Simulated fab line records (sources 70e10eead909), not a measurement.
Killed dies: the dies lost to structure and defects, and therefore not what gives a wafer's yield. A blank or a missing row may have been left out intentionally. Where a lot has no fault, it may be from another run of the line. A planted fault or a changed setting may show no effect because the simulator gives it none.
Which tool did it? -- flow nand-harc -- 18 wafers from 6 lots sampled at 4 of the route's 1159 steps

== WHAT THE GAUGES SHOWED, per wafer ==
NHARC_END_SORT_01.
lot,measured,on,killed-at-periphery
L454,day 25 21:56,prober-01,3 1 4
L458,day 26 08:21,prober-02,614 608 615
L464,day 28 01:59,prober-01,3 2 4
L465,day 27 12:46,prober-01,7 11 5
L468,day 27 22:31,prober-02,4 2 2
L471,day 28 14:04,prober-02,0 3 2

== TOOL THAT RAN EACH LOT (tool first, then ch and the chambers of the sampled wafers, then the start) ==
lot,NHARC_P_M0_ANNEAL_30,NHARC_P_M0_CMP_23,NHARC_P_M1_STRIP_18
L454,"rtp-anneal-02 ch 0, day 9 00:16","cmp-03 ch 0,3, day 9 00:26","rie-diel-02 ch 1,2, day 9 03:25"
L458,"rtp-anneal-01 ch 0, day 9 09:04","cmp-03 ch 1,2, day 9 09:23","rie-diel-02 ch 0,2, day 9 12:01"
L464,"rtp-anneal-01 ch 0, day 10 00:04","cmp-02 ch 0,3, day 10 00:25","rie-diel-13 ch 0,1,3, day 10 02:52"
L465,"rtp-anneal-02 ch 0, day 10 04:01","cmp-04 ch 0,1, day 10 04:13","rie-diel-10 ch 0,2,3, day 10 06:43"
L468,"rtp-anneal-01 ch 0, day 10 17:47","cmp-03 ch 2,3, day 10 18:08","rie-diel-13 ch 0,2,3, day 10 20:35"
L471,"rtp-anneal-01 ch 0, day 11 08:51","cmp-03 ch 0,1,3, day 11 09:16","rie-diel-13 ch 0,2, day 11 11:39"
- NHARC_P_M0_ANNEAL_30: time 90 s.
- NHARC_P_M0_CMP_23: polishes, t overpolish 20 s, target thk 117.53 nm.
- NHARC_P_M1_STRIP_18: strips in N2/H2.

== THE ANSWER, worked out from the rows above alone ==
Rule: usual is defined by the lots themselves. The widest of any qualifying gaps counts: lots, ordered by their means at a reading, are off when they make up no more than a third of the lots, leave a main group of 4 or more, and stand apart from it by 3 or more times the standard deviation of that group's means. Not used: any main group whose means are identical at the precision the tables above print for the reading. Also off: a lot with no number at a reading for which 4 or more lots have one. All remaining lots with rows at the step are treated as sound.
Off at NHARC_END_SORT_01 (killed-at-periphery): L458. The main group has a mean of 3.5 with a standard deviation of 2.1.
If a tool, at a process step before that reading, ran all the lots that are off and no sound lot after the first of them, it fits. Gauges at NHARC_END_SORT_01: tried the same way as those tools. One fits: rie-diel-02 at NHARC_P_M1_STRIP_18. Its last sound lot is L454 (day 9 03:25), its first lot that is off L458 (day 9 12:01): a fault that began between those two fits.

== WHAT WAS PUT IN BY THE SIMULATOR ==
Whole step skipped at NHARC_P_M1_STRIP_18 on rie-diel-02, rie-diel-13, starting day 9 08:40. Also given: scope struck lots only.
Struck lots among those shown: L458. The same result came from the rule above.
